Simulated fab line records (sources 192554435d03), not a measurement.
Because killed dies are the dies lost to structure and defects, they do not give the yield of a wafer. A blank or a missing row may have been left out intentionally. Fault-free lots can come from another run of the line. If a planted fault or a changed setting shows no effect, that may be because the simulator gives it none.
Problem report in the 8D (eight disciplines) form, filled by code :: flow n5Finfet :: the parts of the form that need people (team, actions taken, sign-off) are left out

1. WHAT WENT WRONG
At N5_FIN_SAQP_ETCH_52, rfFwdPowerW averages 1034.5 W over 3 wafers from 2 lots, while fault-free wafers read 836.2 W, standard deviation 2.6. That puts it +76 standard deviations away from the usual mean.
The step: etches SOC in N2/H2, target depth 100 nm, overetch 20 nm, time 150 s.
First seen on wafer L834.2, day 4 09:49, on rieDiel-04. The record holds 35 wafers of 12 lots with a number at this step. By rule, "out" or "out of limits" means more than 4 standard deviations away from the usual mean. Any other wafer with a number is counted as sound.

2. WHAT IT IS, AND WHAT IT ISN'T
question: which readings at this step
is: rfFwdPowerW, rfVppV
is not: drypumpMotorCurrentA, oesProductAu, showerheadPlenumPTorr, throttleValvePct

question: which lots
is: L834, L836
is not: L824, L825, L826, L827, L828, L830, L835, L842, L846, L847

question: which wafers of those lots
is: L834.2, L834.6, L836.2
is not: L834.3, L836.1, L836.5

question: read on which tools
is: rieDiel-04
is not: rieDiel-01, rieDiel-05

question: when
is: from day 4 09:49
is not: up to then (19 sound wafers); but 13 sound wafers of L835, L836, L842, L846, L847 came after

3. SUSPECTS, AND WHAT RULES EACH OUT
Counting: any tool at a process step up to the reading remains a suspect provided it ran every lot that is out. Sound lots after the first of them don't rule it out here, since some wafers of a struck lot are sound.
- rieDiel-04 at N5_FIN_SAQP_ETCH_52 (etches SOC in N2/H2, target depth 100 nm, overetch 20 nm, time 150 s): kept. It ran every lot that is out, first L834 (day 4 09:49); its last sound lot up to then is L828 (day 2 21:58). Its own rfFwdPowerW, rfVppV readings are out on those wafers.
- Within rieDiel-04 at N5_FIN_SAQP_ETCH_52: the wafers that are out ran in chamber 3; their sound lot-mates ran in chambers 1, 2.
Remaining after the count: rieDiel-04 at N5_FIN_SAQP_ETCH_52.

4. THE CAUSE (what the simulator had put in)
rieDiel-04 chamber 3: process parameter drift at N5_FIN_SAQP_ETCH_52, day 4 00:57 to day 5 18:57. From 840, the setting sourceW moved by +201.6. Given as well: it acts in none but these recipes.
This tool alone remained once counting was done.

5. THE CHAIN OF EFFECTS, in route order
Each row: a reading whose mean over the struck wafers that have a number lies more than 3 standard deviations from the usual. Only readings for which the record gives a usual standard deviation are gone through. hours: the time from each lot's start at the first step in this table that gives one to its start at this step, as a median over the lots. sigmas: the change in usual standard deviations.
hours: 0
step: N5_FIN_SAQP_ETCH_52
reading: rfFwdPowerW
usual: 836.2 W
on struck wafers: 1034.5
change: +198.3
sigmas: +76

hours: 0
step: N5_FIN_SAQP_ETCH_52
reading: rfVppV
usual: 522.9 V
on struck wafers: 489.8
change: -33.1
sigmas: -14
Process steps it contains:
- N5_FIN_SAQP_ETCH_52: etches SOC in N2/H2, target depth 100 nm, overetch 20 nm, time 150 s.

6. HOW IT WOULD HAVE BEEN CAUGHT EARLIER
9 hours passed between the start of the fault at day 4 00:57 and the first reading out of limits in this record, taken at day 4 09:49.
